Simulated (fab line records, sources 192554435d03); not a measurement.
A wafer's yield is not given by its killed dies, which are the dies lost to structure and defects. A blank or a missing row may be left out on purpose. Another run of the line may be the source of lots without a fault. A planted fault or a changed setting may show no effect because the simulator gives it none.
Split-lot experiment + flow n5Finfet + 7 lots, 21 wafers read, on a route of 1938 steps

== ON THE SPLIT ==
At N5_PASSIVATION_ETCH_15 (etches SiCN in CF4/N2, target depth 75 nm, time 81.2 s), the setting biasW was moved away from the recipe's 70 W on 8 of the 21 wafers read, by -17.0% to +17.8%. All remaining wafers had this setting at the recipe value.

The reading comes from the split's own step.

== THE READING ==
rfVppV, in V, at N5_PASSIVATION_ETCH_15 (etches SiCN in CF4/N2, target depth 75 nm, time 81.2 s). Fault-free wafers of this fab line usually give 382.6 V, standard deviation 2.4 V.

| wafer  | tool, chamber at the split | biasW as run, W | against the recipe | rfVppV, V | against lot-mates on the recipe |
|--------|----------------------------|-----------------|--------------------|-----------|---------------------------------|
| L079.2 | rieDiel-02, 1              | 70              | recipe             | 378.7     | -                               |
| L079.3 | rieDiel-02, 3              | 70              | recipe             | 385.0     | -                               |
| L079.5 | rieDiel-02, 0              | 70              | recipe             | 382.8     | -                               |
| L082.2 | rieDiel-03, 2              | 70              | recipe             | 384.5     | -                               |
| L082.3 | rieDiel-03, 0              | 58.12           | -17.0%             | 338.9     | -43.8                           |
| L082.4 | rieDiel-03, 1              | 70              | recipe             | 380.9     | -                               |
| L078.1 | rieDiel-02, 1              | 70              | recipe             | 380.0     | -                               |
| L078.3 | rieDiel-02, 3              | 61.14           | -12.7%             | 351.9     | -28.1                           |
| L078.6 | rieDiel-02, 3              | 61.14           | -12.7%             | 353.0     | -27.0                           |
| L091.1 | rieDiel-02, 0              | 70              | recipe             | 382.2     | -                               |
| L091.2 | rieDiel-02, 3              | 70              | recipe             | 385.6     | -                               |
| L091.6 | rieDiel-02, 2              | 70              | recipe             | 378.9     | -                               |
| L094.1 | rieDiel-01, 3              | 70              | recipe             | 380.5     | -                               |
| L094.4 | rieDiel-01, 2              | 70              | recipe             | 385.1     | -                               |
| L094.5 | rieDiel-01, 1              | 76.99           | +10.0%             | 408.5     | +25.7                           |
| L097.2 | rieDiel-02, 0              | 76.7            | +9.6%              | 403.3     | no lot-mate on the recipe       |
| L097.4 | rieDiel-02, 1              | 76.7            | +9.6%              | 409.5     | no lot-mate on the recipe       |
| L097.5 | rieDiel-02, 2              | 76.7            | +9.6%              | 398.0     | no lot-mate on the recipe       |
| L095.1 | rieDiel-02, 1              | 70              | recipe             | 385.0     | -                               |
| L095.2 | rieDiel-02, 3              | 70              | recipe             | 385.1     | -                               |
| L095.6 | rieDiel-02, 3              | 82.45           | +17.8%             | 425.2     | +40.1                           |

FIT RESULTS
A straight line over all 21 wafers: rfVppV changes by +2.41 V for each +1% of biasW; r = +0.99; the points scatter about the line by 3 V.
The same after taking each lot's own level away (the mean of its wafers on the recipe; 18 wafers): +2.35 V for each +1%; r = +0.99; scatter 2.4 V.
Per that fit: largest biasW move, reading shift of 42 V.
The span of the lots' own levels, 380.00 to 385.05 V, comes to 2.1 times the standard deviation stated above.
The two slopes are in agreement: the lot-to-lot level therefore moves the slope only a little.
Check: +43.1 V against its lot-mates is what the line predicts for one of the wafers moved furthest among these (+17.8%) when that wafer is left out of the fit. Against them it came out at +40.1 V.
Tool readings at the split's step, against how far the setting was moved: rfVppV r = +0.99.

== FURTHER SPLITS ON THESE WAFERS ==
Note: prior to the reading, these wafers also went through further splits. Each is held against what the fit with the lots' levels taken away leaves over:
| other split on the same wafers   | wafers away from the commonest value | r with rfVppV (lot level and that fit taken away) |
|----------------------------------|--------------------------------------|---------------------------------------------------|
| N5_BEOL_M13_TRENCH_ETCH_34 timeS | 6                                    | +0.29                                             |
| N5_BEOL_M14_SPUTTER_43 powerW    | 2                                    | +0.22                                             |
| N5_BEOL_M15_ILD_DEP_00 timeS     | 7                                    | +0.10                                             |
| N5_MIM_BOT_SPUTTER_00 timeS      | 5                                    | -0.42                                             |

== FILE'S OWN FIT ==
rfVppV changes by +2.39 V for each +1% of biasW, r = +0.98.
